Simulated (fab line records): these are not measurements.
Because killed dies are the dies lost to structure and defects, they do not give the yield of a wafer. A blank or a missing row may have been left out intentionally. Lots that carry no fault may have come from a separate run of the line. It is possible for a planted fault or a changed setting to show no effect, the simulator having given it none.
fab line records    flow nandHarc
[record] lots = 5  wafers = 15  lastDay = 24
route steps=1159 shown P_M2@332 END@1159
lots that met no fault: from a run of the same line without faults
startH: hours from the record's opening day to when the first of the lot's shown wafers began    waitH: hours since the lot's step before    " identical to the entry in the row above    L1.1+2: several wafers, shown together as one row    - either no value or no given start    * or withheld: withheld    < > ~ a bound
route shown NAME@n: names a module that has steps shown in the file, with the first one's number in the route    usual: mean/standard deviation taken from wafers without a fault    same: alike in all rows    chamber/n: place in a boat    sites: readings site by site    _std_site: standard deviation across them    _edge_site: mean of outer sites minus mean of inner sites    radiusMm: how far each site lies from the wafer's centre    mask NAME#n: copy n    behind: the tool/chamber that last shaped the wafer    hold: reason for holding the lot/hours on hold/outcome of the hold    device: whichever transistor did not switch (one of n, p or np)    end of line: the same wafers' tests at the end of the route    a step given without rows: its recipe and nothing more    killed: at the first sort, the dies lost to defects and structure; wafer yield is something else    map: shows each die of a wafer: x if killed, . if not, _ if none is there
set.NAME: the setting the step ran with; set.NAME@STEP: the setting that earlier step ran with    model.NAME: the simulator's own value behind a step, which no gauge read
lots at selected steps of the route; one table per step, one row per wafer
services: when a tool's chamber went out of use (startH, in hours from the record's first day, below 0 if earlier), for how many hours, and the reason
[[steps]]
[step NHARC_P_M2_ETCH_35]
[recipe] targetDepthA = 400  overetchA = 120  timeS = 43.94  ionEnergyEv = 200  n2FlowSccm = 150  h2FlowSccm = 150  arFlowSccm = 0  rfW = 400  biasW = 150  chemistry = N2/H2
[step NHARC_P_M2_ETCH_15]
[recipe] targetDepthA = 1825  timeS = 91.2  c4f8FlowSccm = withheld  arFlowSccm = 400  rfW = 600  biasW = 300  chemistry = C4F8/Ar
[usual] oesProductAu = 0.945/0.021  rfVppV = 440.2/3
[same] timeS = 91.2
lot.wafer  tool        chamber  startH  waitH  oesProductAu  rfHoursCounterH  rfVppV
L100.4     rieDiel-02  3        -       -      0.934         30               439.2
L100.1     "           0        "       "      0.919         32               443.0
L100.6     "           3        "       "      0.925         -                439.1
L105.3     rieDiel-02  0        -       -      0.971         2                444.5
L105.2     "           2        "       "      0.956         1                438.9
L105.6     "           3        "       "      0.965         -                439.5
L111.2     rieDiel-06  3        -       -      0.929         5                440.6
L111.1     "           0        "       "      0.961         5                444.6
L111.4     "           1        "       "      0.927         6                437.7
L117.1     rieDiel-02  3        -       -      0.926         15               438.2
L117.6     "           0        "       "      0.929         -                443.5
L117.5     "           1        "       "      0.930         -                441.2
L120.4     rieDiel-02  3        -       -      0.931         18               438.2
L120.5     "           3        "       "      0.925         -                438.6
L120.6     "           0        "       "      0.935         -                441.3
[step NHARC_P_M2_CD_MEAS_16]
[usual] cdNm = 169.5/0.76
lot.wafer  tool      chamber  startH  waitH  cdNm
L100.1     cdSem-02  -        139.58  -      168.3
L100.4     "         -        "       "      169.1
L100.6     "         -        "       "      169.1
L105.2     cdSem-02  -        171.35  -      169.4
L105.3     "         -        "       "      170.1
L105.6     "         -        "       "      169.9
L111.1     cdSem-02  -        221.76  -      169.3
L111.2     "         -        "       "      169.9
L111.4     "         -        "       "      169.6
L117.1     cdSem-03  -        244.62  -      168.8
L117.5     "         -        "       "      168.6
L117.6     "         -        "       "      169.3
L120.4     cdSem-02  -        261.36  -      169.7
L120.5     "         -        "       "      168.8
L120.6     "         -        "       "      170.2
[step NHARC_P_M2_STRIP_18]
[recipe] powerW = 1000  n2FlowSccm = 150  h2FlowSccm = 150  arFlowSccm = 0  biasW = 0  chemistry = N2/H2
[usual] drypumpMotorCurrentA = 5.7/0.5  h2FlowSccm = 150.0/0.42  mfcArSccm = 0.009/0.0093  oesProductAu = 0.998/0.0093  rfVppV = 90.6/0.88  showerheadPlenumPTorr = 2.02/0.091  throttleValvePct = 14.171/0.0086
lot.wafer  tool        chamber  startH  waitH  drypumpMotorCurrentA  h2FlowSccm  mfcArSccm  oesProductAu  rfHoursCounterH  rfVppV  showerheadPlenumPTorr  throttleValvePct
L100.1     rieDiel-06  1        139.69  0.1    5.3                   150.1       0.027      1.004         3                90.8    1.95                   14.180
L100.6     "           3        "       "      6.6                   149.9       0.013      1.005         -                91.7    2.03                   14.177
L100.4     "           1        "       "      5.3                   150.2       0.027      0.996         -                90.9    1.95                   14.188
L105.2     rieDiel-06  0        171.44  0.1    5.6                   149.6       0.009      0.982         3                93.2    2.20                   14.195
L105.3     "           1        "       "      5.3                   150.3       0.027      1.008         4                90.2    1.95                   14.183
L105.6     "           3        "       "      6.6                   150.2       0.013      0.993         -                91.1    2.03                   14.171
L111.2     rieDiel-02  3        221.84  0.1    5.7                   149.4       0          0.995         12               89.6    1.97                   14.182
L111.4     "           0        "       "      4.7                   149.8       0          0.986         13               91.9    2.11                   14.156
L111.1     "           1        "       "      5.3                   150.8       0          0.995         14               89.2    2.02                   14.154
L117.1     rieDiel-02  1        244.72  0.1    5.3                   149.8       0          1.008         16               90.6    2.02                   14.169
L117.6     "           0        "       "      4.7                   150.7       0          1.007         -                91.3    2.11                   14.172
L117.5     "           1        "       "      5.4                   150.4       0          1.003         -                91.3    2.02                   14.176
L120.4     rieDiel-11  0        261.48  0.1    6.1                   149.8       0          0.988         22               91.0    2.01                   14.165
L120.5     "           2        "       "      5.6                   149.4       0          1.009         -                90.5    1.92                   14.177
L120.6     "           3        "       "      5.4                   149.5       0          0.986         -                90.5    1.96                   14.186
[step NHARC_P_M2_ETCH_28]
[recipe] targetDepthA = 300  overEtchFrac = 0.3  timeS = 72.99  ionEnergyEv = 150  cf4FlowSccm = 50  n2FlowSccm = 100  arFlowSccm = 150  rfW = 300  biasW = 100  chemistry = CF4/N2
[usual] drypumpMotorCurrentA = 5.7/0.51  mfcArSccm = 150.0/0.52  oesProductAu = 1.000/0.0092  rfVppV = 313.6/2  showerheadPlenumPTorr = 2.59/0.11  throttleValvePct = 19.793/0.0099
[same] timeS = 72.99
lot.wafer  tool        chamber  startH  waitH  drypumpMotorCurrentA  mfcArSccm  oesProductAu  rfHoursCounterH  rfVppV  showerheadPlenumPTorr  throttleValvePct
L100.1     rieDiel-06  1        -       -      5.3                   150.6      1.000         3                311.7   2.52                   19.779
L100.6     "           2        "       "      5.7                   149.5      1.005         -                311.3   2.46                   19.802
L100.4     "           3        "       "      6.6                   150.5      1.009         -                314.2   2.61                   19.799
L105.2     rieDiel-06  1        -       -      5.3                   150.4      0.999         4                312.4   2.52                   19.783
L105.3     "           2        "       "      5.7                   149.2      1.007         4                310.8   2.46                   19.800
L105.6     "           1        "       "      5.4                   149.6      0.996         -                313.7   2.52                   19.791
L111.4     rieDiel-02  0        -       -      4.7                   150.0      1.005         13               315.4   2.71                   19.814
L111.2     "           1        "       "      5.3                   150.5      1.006         14               313.7   2.60                   19.795
L111.1     "           3        "       "      5.7                   150.0      0.998         12               313.5   2.55                   19.798
L117.1     rieDiel-02  1        -       -      5.3                   150.3      1.006         16               314.8   2.60                   19.771
L117.6     "           3        "       "      5.7                   149.4      0.999         -                312.2   2.55                   19.790
L117.5     "           0        "       "      4.7                   149.3      1.001         -                316.7   2.71                   19.778
L120.4     rieDiel-11  3        -       -      5.4                   150.2      0.995         23               312.1   2.54                   19.777
L120.5     "           2        "       "      5.6                   149.7      1.014         -                312.7   2.48                   19.794
L120.6     "           3        "       "      5.4                   150.0      0.995         -                311.5   2.54                   19.802
[step NHARC_P_M2_STRIP_19]
[recipe] timeS = 600  tempC = 30  chemistry = postEtchResidueRemover
[step NHARC_P_M2_DEGAS_29]
[recipe] tempC = 250  timeS = 60
[step NHARC_P_M2_PRE_CLEAN_30]
[recipe] timeS = 30  tempC = 280  gas = H2/He
[step NHARC_P_M2_PVD_20]
[recipe] targetThkA = 50  biasV = 168.6  powerW = 15000  chamberPressurePa = 0.12  timeS = 8.06  substrateTempC = 50  material = TaN
[usual] chamberPressurePa = 0.12002/0.00027  throttleValvePct = 29.9/1.3
[same] timeS = 8.06
lot.wafer  tool           chamber  startH  waitH  chamberPressurePa  throttleValvePct
L100.1     pvdSputter-03  -        -       -      0.1196             30.6
L100.4     "              -        "       "      0.12007            27.9
L100.6     "              -        "       "      0.12014            30.6
L105.2     pvdSputter-03  -        -       -      0.12019            31.0
L105.3     "              -        "       "      0.11972            30.7
L105.6     "              -        "       "      0.12014            30.8
L111.4     pvdSputter-01  -        -       -      0.12006            27.0
L111.2     "              -        "       "      0.12014            29.5
L111.1     "              -        "       "      0.12053            30.3
L117.1     pvdSputter-03  -        -       -      0.11994            30.9
L117.6     "              -        "       "      0.11959            31.1
L117.5     "              -        "       "      0.12017            28.0
L120.4     pvdSputter-02  -        -       -      0.11998            29.9
L120.5     "              -        "       "      0.11983            29.6
L120.6     "              -        "       "      0.12002            29.8
[step NHARC_P_M2_PVD_21]
[recipe] targetThkA = 300  chamberPressurePa = 5  powerW = 5000  substrateTempC = 30  timeS = 20.49  material = Cu
[usual] chamberPressurePa = 5.001/0.0096  throttleValvePct = 30.0/1.2
[same] timeS = 20.49
lot.wafer  tool           chamber  startH  waitH  chamberPressurePa  throttleValvePct
L100.1     pvdSputter-03  -        -       -      4.990              27.8
L100.4     "              -        "       "      5.002              30.9
L100.6     "              -        "       "      5.008              27.7
L105.3     pvdSputter-03  -        -       -      5.002              31.0
L105.2     "              -        "       "      5.012              30.9
L105.6     "              -        "       "      5.009              30.8
L111.2     pvdSputter-01  -        -       -      5.007              32.1
L111.1     "              -        "       "      4.994              27.4
L111.4     "              -        "       "      4.995              29.6
L117.1     pvdSputter-03  -        -       -      5.000              30.7
L117.6     "              -        "       "      5.024              27.9
L117.5     "              -        "       "      5.001              30.7
L120.4     pvdSputter-02  -        -       -      4.988              29.6
L120.5     "              -        "       "      4.987              29.5
L120.6     "              -        "       "      5.003              29.9
[step NHARC_P_M2_ECD_22]
[recipe] targetThkA = 4000  bathTempC = 25  material = Cu
[step NHARC_P_M2_ANNEAL_31]
[recipe] tempC = 225  timeS = 90
[step NHARC_P_M2_CMP_23]
[recipe] tOverpolishS = 20  targetThkNm = 144.3
[usual] motorCurrentA = 11.3/1.2  slurryFlowMlMin = 150.0/0.46  timeToEndpointS = 28/3
lot.wafer  tool    chamber  startH  waitH  motorCurrentA  slurryFlowMlMin  timeToEndpointS
L100.4     cmp-03  1        141.52  -      10.5           149.6            27
L100.1     "       2        "       "      8.7            150.7            30
L100.6     "       0        "       "      11.8           150.4            26
L105.2     cmp-04  2        173.13  -      11.4           149.5            29
L105.3     "       0        "       "      11.3           149.5            30
L105.6     "       3        "       "      13.2           150.2            36
L111.2     cmp-04  0        223.61  -      11.3           150.1            28
L111.1     "       1        "       "      9.9            149.7            31
L111.4     "       2        "       "      10.7           149.3            15
L117.1     cmp-01  3        246.56  -      13.4           149.6            32
L117.6     "       0        "       "      10.3           149.9            32
L117.5     "       1        "       "      12.9           148.9            30
L120.4     cmp-03  0        263.15  -      11.2           148.6            25
L120.6     "       0        "       "      11.7           149.3            24
L120.5     "       1        "       "      10.8           149.8            25
[step NHARC_P_M2_THK_MEAS_24]
[recipe] thkMeasGauge = xrf
[usual] thkNm = 144.2/1.5
lot.wafer  tool          chamber  startH  waitH  thkNm
L100.1     filmMetro-01  -        141.78  -      145.1
L100.4     "             -        "       "      145.4
L100.6     "             -        "       "      142.7
L105.2     filmMetro-01  -        173.45  -      143.7
L105.3     "             -        "       "      144.2
L105.6     "             -        "       "      146.1
L111.1     filmMetro-02  -        223.92  -      145.7
L111.2     "             -        "       "      144.0
L111.4     "             -        "       "      135.3
L117.1     filmMetro-02  -        246.79  -      144.1
L117.5     "             -        "       "      142.9
L117.6     "             -        "       "      144.1
L120.4     filmMetro-01  -        263.46  -      141.3
L120.5     "             -        "       "      142.4
L120.6     "             -        "       "      140.4
[step NHARC_P_M2_SRD_25]
[step NHARC_END_SORT_01]
[recipe] tempC = 25
[usual] defectLimitedYield = 95.6/1.6  killedAtArray = 26/10  killedAtOther = 0.5/0.87  killedAtPeriphery = 3.0/2.5  killedDies = 29/11  killedOpen = 3.3/1.9  killedShort = 1.8/1.5  sort_bin_2_pct = 1.3/0.63  sort_bin_3_pct = 0.25/0.22  sort_bin_4_pct = 2.8/1.1  sortNPass = 648/11  sortRimYieldPct = 96.5/2.6  sortYieldPct = 95.6/1.6
[same] grossDies = 677  sort_bin_5_pct[%] = 0  sort_bin_6_pct[%] = 0  sort_bin_7_pct[%] = 0  sort_bin_8_pct[%] = 0  sortRimNGross = 106.00
lot.wafer  tool       chamber  startH  waitH  defectLimitedYield[%]  killedAtArray  killedAtOther  killedAtPeriphery  killedDies  killedOpen  killedShort  sort_bin_2_pct[%]  sort_bin_3_pct[%]  sort_bin_4_pct[%]  sortNPass  sortRimYieldPct[%]  sortYieldPct[%]
L120.4     prober-01  0        584.60  3.4    93.2                   40             1              5                  46          3           3            1.9                0.44               4.4                631        88.7                93.2
L120.5     prober-01  0        585.40  3.7    94.1                   35             2              3                  40          6           1            1.8                0.30               3.8                637        91.5                94.1
L120.6     prober-01  0        586.19  4.0    92.6                   45             1              4                  50          3           3            2.4                0.30               4.7                627        93.4                92.6
// killed by level:class
L120.4 A_SLIT:chamberFilmFlake=12 A_CHANNEL_HOLE_D1:chamberFilmFlake=9 A_CONTACT:chamberFilmFlake=9 A_STAIRCASE:chamberFilmFlake=5 P_GATE:chamberFilmFlake=2 A_M0:chamberFilmFlake=2 P_GATE:geometricParticle:open=1 P_GATE:geometricParticle:short=1
L120.5 A_SLIT:chamberFilmFlake=14 A_CHANNEL_HOLE_D1:chamberFilmFlake=10 A_SGD_CUT:geometricParticle:open=2 A_STAIRCASE:chamberFilmFlake=2 A_CONTACT:chamberFilmFlake=2 THIN_TSV:chamberFilmFlake=2 P_GATE:geometricParticle:open=1 P_CONTACT:geometricParticle:open=1
L120.6 A_SLIT:chamberFilmFlake=21 A_CHANNEL_HOLE_D1:chamberFilmFlake=7 A_CONTACT:chamberFilmFlake=7 A_STAIRCASE:chamberFilmFlake=5 A_WL_FILL:geometricParticle:short=2 P_GATE:chamberFilmFlake=2 P_M1:geometricParticle:open=1 A_SOURCE_PLATE:geometricParticle:short=1
[[services]]
tool           chamber  startH  hours  kind
rieDiel-06     0        121.33  20.3   repair
pvdSputter-02  -        124.96  1.4    repair
pvdSputter-01  -        131.36  2.0    repair
cmp-03         -        138.01  2.3    repair
pvdSputter-01  -        143.99  1.0    repair
rieDiel-02     3        144.75  8.2    repair
rieDiel-02     -        150.70  9.0    pm
cmp-03         -        152.61  0.3    repair
pvdSputter-01  -        158.07  10.0   pm
cmp-03         -        168.08  1.1    repair
cmp-03         -        176.80  4.0    pm
pvdSputter-02  -        182.51  2.1    repair
rieDiel-02     3        184.48  4.1    repair
rieDiel-02     2        186.18  7.2    repair
rieDiel-11     -        189.50  9.0    pm
pvdSputter-02  -        192.38  2.9    repair
rieDiel-06     3        201.27  4.0    repair
cmp-04         -        203.00  4.0    pm
pvdSputter-02  -        215.40  10.0   pm
pvdSputter-01  -        217.98  2.5    repair
cmp-04         -        238.08  2.6    repair
rieDiel-06     3        238.34  8.3    repair
rieDiel-06     -        241.20  9.0    pm
rieDiel-06     -        258.68  5.1    repair
[[key]]
[firstSign] step = NHARC_P_M2_CMP_23  reading = timeToEndpointS  direction = down  sigmas = 4.6  usual = *  struck = *
[effect] step = NHARC_P_M2_THK_MEAS_24  reading = thkNm  direction = down  sigmas = 6  usual = 144.2  struck = 135.3
metAt NHARC_P_M2_CMP_23
struckWafers L111.4
onsetBetween 173.13 223.61
[fault] kind = processParameterDrift  tool = cmp-04  chamber = -  onsetH = 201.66  steps = NHARC_P_M2_CMP_23  channel = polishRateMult  offset = 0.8  shape = step  endH = 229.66  scope = struckWafersOnly
